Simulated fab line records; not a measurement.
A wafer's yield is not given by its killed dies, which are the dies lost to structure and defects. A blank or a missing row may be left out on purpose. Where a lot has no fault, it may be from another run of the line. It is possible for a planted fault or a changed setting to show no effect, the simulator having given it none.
The tool behind it: which one? :: flow nand_harc :: 14 lots with 42 wafers sampled at 4 steps, on a route of 1302 steps

== WHAT THE GAUGES SHOWED, per wafer ==
NHARC_A_ONON_D1_THK_MEAS_11: measures by ellipsometry. Usual: thk_nm reads 1001 nm (standard deviation 8.5).
lot: L557
measured: day 8 02:00
on: film_metro-01
thk_nm (nm): 1010 1011 1010
flag: 

lot: L558
measured: day 8 02:00
on: film_metro-02
thk_nm (nm): 1006 1004 1005
flag: 

lot: L560
measured: day 8 18:40
on: film_metro-01
thk_nm (nm): 1009 1011 1009
flag: 

lot: L562
measured: day 9 20:52
on: film_metro-02
thk_nm (nm): 998 996 995
flag: 

lot: L564
measured: day 10 19:22
on: film_metro-01
thk_nm (nm): 983 985 985
flag: 

lot: L570
measured: day 13 06:59
on: film_metro-02
thk_nm (nm): 1000 1444 1000
flag: OFF

lot: L571
measured: day 13 22:50
on: film_metro-01
thk_nm (nm): 1004 1447 1447
flag: OFF

lot: L572
measured: day 13 22:53
on: film_metro-02
thk_nm (nm): 1005 1003 1004
flag: 

lot: L573
measured: day 14 16:42
on: film_metro-02
thk_nm (nm): 1008 1006 1007
flag: 

lot: L576
measured: day 15 17:14
on: film_metro-02
thk_nm (nm): 1002 1002 1001
flag: 

lot: L577
measured: day 16 03:55
on: film_metro-02
thk_nm (nm): 990 993 993
flag: 

lot: L578
measured: day 17 01:46
on: film_metro-01
thk_nm (nm): 991 990 992
flag: 

lot: L579
measured: day 17 01:43
on: film_metro-01
thk_nm (nm): 993 994 995
flag: 

lot: L580
measured: day 17 14:23
on: film_metro-01
thk_nm (nm): 1005 1007 1004
flag: 

NHARC_END_SORT_01. Usual: killed_at_array 52, standard deviation 16; killed_at_other 0.8, standard deviation 0.98; killed_at_periphery 4.2, standard deviation 2.9; killed_dies 57, standard deviation 16; killed_open 3.3, standard deviation 1.9; killed_short 2.5, standard deviation 1.5.
lot: L570
measured: day 30 07:37
on: prober-01
killed_at_array: 54 670 49
killed_at_other: 1 1 1
killed_at_periphery: 4 6 5
killed_dies: 59 677 55
killed_open: 1 6 5
killed_short: 1 3 4
flag: OFF

lot: L571
measured: day 29 23:02
on: prober-01
killed_at_array: 47 674 673
killed_at_other: 1 0 0
killed_at_periphery: 2 3 4
killed_dies: 50 677 677
killed_open: 2 5 4
killed_short: 2 1 0
flag: OFF

== EACH LOT AND THE TOOL THAT RAN IT (in order: tool; ch and the chambers of the sampled wafers; start) ==
lot: L557
NHARC_A_ZERO_WELL_DESCUM_12: rie_diel-01 ch 0,1,2, day 7 02:28
NHARC_A_ONON_D1_DEP_09: pecvd_onon-03 ch 0, day 8 01:40

lot: L558
NHARC_A_ZERO_WELL_DESCUM_12: rie_diel-07 ch 1,2, day 7 03:07
NHARC_A_ONON_D1_DEP_09: pecvd_onon-04 ch 0, day 8 01:37

lot: L560
NHARC_A_ZERO_WELL_DESCUM_12: rie_diel-01 ch 2,3, day 7 20:14
NHARC_A_ONON_D1_DEP_09: pecvd_onon-04 ch 0, day 8 18:10

lot: L562
NHARC_A_ZERO_WELL_DESCUM_12: rie_diel-01 ch 0,2,3, day 8 21:26
NHARC_A_ONON_D1_DEP_09: pecvd_onon-04 ch 0, day 9 20:22

lot: L564
NHARC_A_ZERO_WELL_DESCUM_12: rie_diel-13 ch 1,2,3, day 9 18:07
NHARC_A_ONON_D1_DEP_09: pecvd_onon-02 ch 0, day 10 18:55

lot: L570
NHARC_A_ZERO_WELL_DESCUM_12: rie_diel-01 ch 0,1,3, day 12 06:46
NHARC_A_ONON_D1_DEP_09: pecvd_onon-03 ch 0, day 13 06:35

lot: L571
NHARC_A_ZERO_WELL_DESCUM_12: rie_diel-13 ch 2,3, day 12 19:38
NHARC_A_ONON_D1_DEP_09: pecvd_onon-03 ch 0, day 13 22:23

lot: L572
NHARC_A_ZERO_WELL_DESCUM_12: rie_diel-01 ch 1,3, day 12 21:01
NHARC_A_ONON_D1_DEP_09: pecvd_onon-04 ch 0, day 13 22:22

lot: L573
NHARC_A_ZERO_WELL_DESCUM_12: rie_diel-01 ch 2,3, day 13 11:14
NHARC_A_ONON_D1_DEP_09: pecvd_onon-04 ch 0, day 14 16:11

lot: L576
NHARC_A_ZERO_WELL_DESCUM_12: rie_diel-01 ch 0,1,2, day 14 15:32
NHARC_A_ONON_D1_DEP_09: pecvd_onon-02 ch 0, day 15 16:44

lot: L577
NHARC_A_ZERO_WELL_DESCUM_12: rie_diel-01 ch 1,3, day 15 04:10
NHARC_A_ONON_D1_DEP_09: pecvd_onon-04 ch 0, day 16 03:23

lot: L578
NHARC_A_ZERO_WELL_DESCUM_12: rie_diel-01 ch 0,2,3, day 16 02:20
NHARC_A_ONON_D1_DEP_09: pecvd_onon-02 ch 0, day 17 01:18

lot: L579
NHARC_A_ZERO_WELL_DESCUM_12: rie_diel-13 ch 0,3, day 16 04:48
NHARC_A_ONON_D1_DEP_09: pecvd_onon-03 ch 0, day 17 01:16

lot: L580
NHARC_A_ZERO_WELL_DESCUM_12: rie_diel-01 ch 0,2,3, day 16 14:30
NHARC_A_ONON_D1_DEP_09: pecvd_onon-03 ch 0, day 17 13:52
- NHARC_A_ZERO_WELL_DESCUM_12: chemistry O2, time 3 s.
- NHARC_A_ONON_D1_DEP_09: target thk 1000 nm.

== WHAT THE TOOLS THEMSELVES READ (means of the sampled wafers that have a number; where no wafer has one, the mark that the record gives instead) ==
NHARC_A_ZERO_WELL_DESCUM_12. Usual: drypump_motor_current_A 5.5 A, standard deviation 0.45; mfc_ar_sccm 0.017 sccm, standard deviation 0.016; oes_product_au 1.000 a.u., standard deviation 0.0099; rf_vpp_V 58.0 V, standard deviation 0.83; showerhead_plenum_p_Torr 1.95 Torr, standard deviation 0.074; throttle_valve_pct 11.311 %, standard deviation 0.0091.
lot: L557
tool: rie_diel-01
drypump_motor_current_A (A): 5.3
mfc_ar_sccm (sccm): 0.021
oes_product_au (a.u.): 0.987
rf_vpp_V (V): 57.4
showerhead_plenum_p_Torr (Torr): 1.96
throttle_valve_pct (%): 11.318
flag: 

lot: L558
tool: rie_diel-07
drypump_motor_current_A (A): 5.5
mfc_ar_sccm (sccm): 0.010
oes_product_au (a.u.): 1.004
rf_vpp_V (V): 58.4
showerhead_plenum_p_Torr (Torr): 1.88
throttle_valve_pct (%): 11.313
flag: 

lot: L560
tool: rie_diel-01
drypump_motor_current_A (A): 5.7
mfc_ar_sccm (sccm): 0.023
oes_product_au (a.u.): 1.010
rf_vpp_V (V): 58.8
showerhead_plenum_p_Torr (Torr): 2.02
throttle_valve_pct (%): 11.313
flag: 

lot: L562
tool: rie_diel-01
drypump_motor_current_A (A): 5.4
mfc_ar_sccm (sccm): 0.021
oes_product_au (a.u.): 1.006
rf_vpp_V (V): 57.3
showerhead_plenum_p_Torr (Torr): 1.97
throttle_valve_pct (%): 11.322
flag: 

lot: L564
tool: rie_diel-13
drypump_motor_current_A (A): 5.8
mfc_ar_sccm (sccm): 0.000
oes_product_au (a.u.): 0.984
rf_vpp_V (V): 58.3
showerhead_plenum_p_Torr (Torr): 1.89
throttle_valve_pct (%): 11.315
flag: 

lot: L570
tool: rie_diel-01
drypump_motor_current_A (A): 5.5
mfc_ar_sccm (sccm): 0.033
oes_product_au (a.u.): 1.002
rf_vpp_V (V): 58.1
showerhead_plenum_p_Torr (Torr): 2.00
throttle_valve_pct (%): 11.307
flag: 

lot: L571
tool: rie_diel-13
drypump_motor_current_A (A): 6.1
mfc_ar_sccm (sccm): 0.000
oes_product_au (a.u.): 0.985
rf_vpp_V (V): 57.0
showerhead_plenum_p_Torr (Torr): 1.89
throttle_valve_pct (%): 11.307
flag: 

lot: L572
tool: rie_diel-01
drypump_motor_current_A (A): 5.8
mfc_ar_sccm (sccm): 0.035
oes_product_au (a.u.): 1.008
rf_vpp_V (V): 58.1
showerhead_plenum_p_Torr (Torr): 2.04
throttle_valve_pct (%): 11.307
flag: 

lot: L573
tool: rie_diel-01
drypump_motor_current_A (A): 5.5
mfc_ar_sccm (sccm): 0.012
oes_product_au (a.u.): 1.001
rf_vpp_V (V): 57.5
showerhead_plenum_p_Torr (Torr): 1.98
throttle_valve_pct (%): 11.306
flag: 

lot: L576
tool: rie_diel-01
drypump_motor_current_A (A): 5.3
mfc_ar_sccm (sccm): 0.021
oes_product_au (a.u.): 1.005
rf_vpp_V (V): 58.1
showerhead_plenum_p_Torr (Torr): 1.96
throttle_valve_pct (%): 11.310
flag: 

lot: L577
tool: rie_diel-01
drypump_motor_current_A (A): 5.8
mfc_ar_sccm (sccm): 0.034
oes_product_au (a.u.): 1.019
rf_vpp_V (V): 59.0
showerhead_plenum_p_Torr (Torr): 2.03
throttle_valve_pct (%): 11.313
flag: 

lot: L578
tool: rie_diel-01
drypump_motor_current_A (A): 5.4
mfc_ar_sccm (sccm): 0.021
oes_product_au (a.u.): 0.997
rf_vpp_V (V): 58.3
showerhead_plenum_p_Torr (Torr): 1.97
throttle_valve_pct (%): 11.312
flag: 

lot: L579
tool: rie_diel-13
drypump_motor_current_A (A): 6.3
mfc_ar_sccm (sccm): 0.000
oes_product_au (a.u.): 1.001
rf_vpp_V (V): 58.3
showerhead_plenum_p_Torr (Torr): 1.89
throttle_valve_pct (%): 11.307
flag: 

lot: L580
tool: rie_diel-01
drypump_motor_current_A (A): 5.4
mfc_ar_sccm (sccm): 0.021
oes_product_au (a.u.): 1.002
rf_vpp_V (V): 58.3
showerhead_plenum_p_Torr (Torr): 1.97
throttle_valve_pct (%): 11.313
flag: 

== THE ANSWER, worked out from the rows above alone ==
Rule: a lot is off if the mean of its wafers that have a number lies more than 3 standard deviations from the usual mean. Also off: a lot with no number at a reading for which 4 or more lots have one. Any other lot the step has rows for is counted as sound. Order of review: gauges by route order, followed by the tools' own readings, for which a lot's mean as printed above is used. The first step at which some lot is off is used, and at that step the reading that is off furthest; a lot without a number counts as furthest.
Off, at NHARC_A_ONON_D1_THK_MEAS_11 on thk_nm: L570, L571.
If a tool, at a process step before that reading, ran all the lots that are off and no sound lot after the first of them, it fits. Not tried: the gauges at NHARC_A_ONON_D1_THK_MEAS_11; whatever is off there is also off at NHARC_END_SORT_01, on other tools, and gauge error can't account for it. Of those tried, none fits.

== WHAT HAD BEEN PUT IN BY THE SIMULATOR ==
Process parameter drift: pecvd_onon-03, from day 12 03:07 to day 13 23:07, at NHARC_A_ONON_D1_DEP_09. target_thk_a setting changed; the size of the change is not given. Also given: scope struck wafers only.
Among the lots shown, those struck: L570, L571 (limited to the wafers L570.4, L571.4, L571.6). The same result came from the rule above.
